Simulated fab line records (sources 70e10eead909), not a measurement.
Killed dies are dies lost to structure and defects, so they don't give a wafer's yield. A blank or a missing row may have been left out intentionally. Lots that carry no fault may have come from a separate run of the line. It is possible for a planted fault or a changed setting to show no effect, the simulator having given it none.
Chamber matching -- flow nand-harc -- NHARC_A_STAIRCASE_DEP_325 on pecvd-04 has 3 sister chambers
The step deposits SiO2, target thk 3800 nm. 6 wafers are shown with their chamber, then 9 later ones without.

WAFERS PAIRED WITH THEIR CHAMBERS
wafer,chamber,heater-power-w (W)
L083.2,2,791
L083.4,2,681
L083.5,0,513
L082.1,0,627
L082.3,1,705
L082.5,1,567

WAFERS WITH NO CHAMBER GIVEN
wafer,heater-power-w (W)
L085.1,664
L085.3,527
L085.4,678
L090.2,579
L090.5,664
L090.6,531
L092.2,578
L092.5,645
L092.6,526

THE CHAMBER EACH PASSED THROUGH
wafer,from the rows above,in truth
L085.1,can't be placed: 1 or 2 or 0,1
L085.3,can't be placed: 0 or 1 or 2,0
L085.4,can't be placed: 1 or 2 or 0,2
L090.2,can't be placed: 0 or 1 or 2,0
L090.5,can't be placed: 1 or 2 or 0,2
L090.6,can't be placed: 0 or 1 or 2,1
L092.2,can't be placed: 0 or 1 or 2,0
L092.5,can't be placed: 1 or 0 or 2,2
L092.6,can't be placed: 0 or 1 or 2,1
0 of 9 placed correctly. Not placeable from these rows: 9 (in 9, the candidates include the true chamber). Placed wrongly: 0.
How it was worked out, from the rows above alone: a wafer's distance from a chamber is the root of the sum, over the readings, of the square of ((its reading less the chamber's mean) divided by the reading's scatter). If the next closest chamber is less than 2 further off than the closest, the wafer can't be placed; otherwise it belongs to the closest. For every chamber, the mean is computed from those of its wafers that are shown. The scatter is the square root of a quotient: the sum, over the shown wafers, of each reading's squared deviation from its chamber's mean, divided by wafers minus chambers.
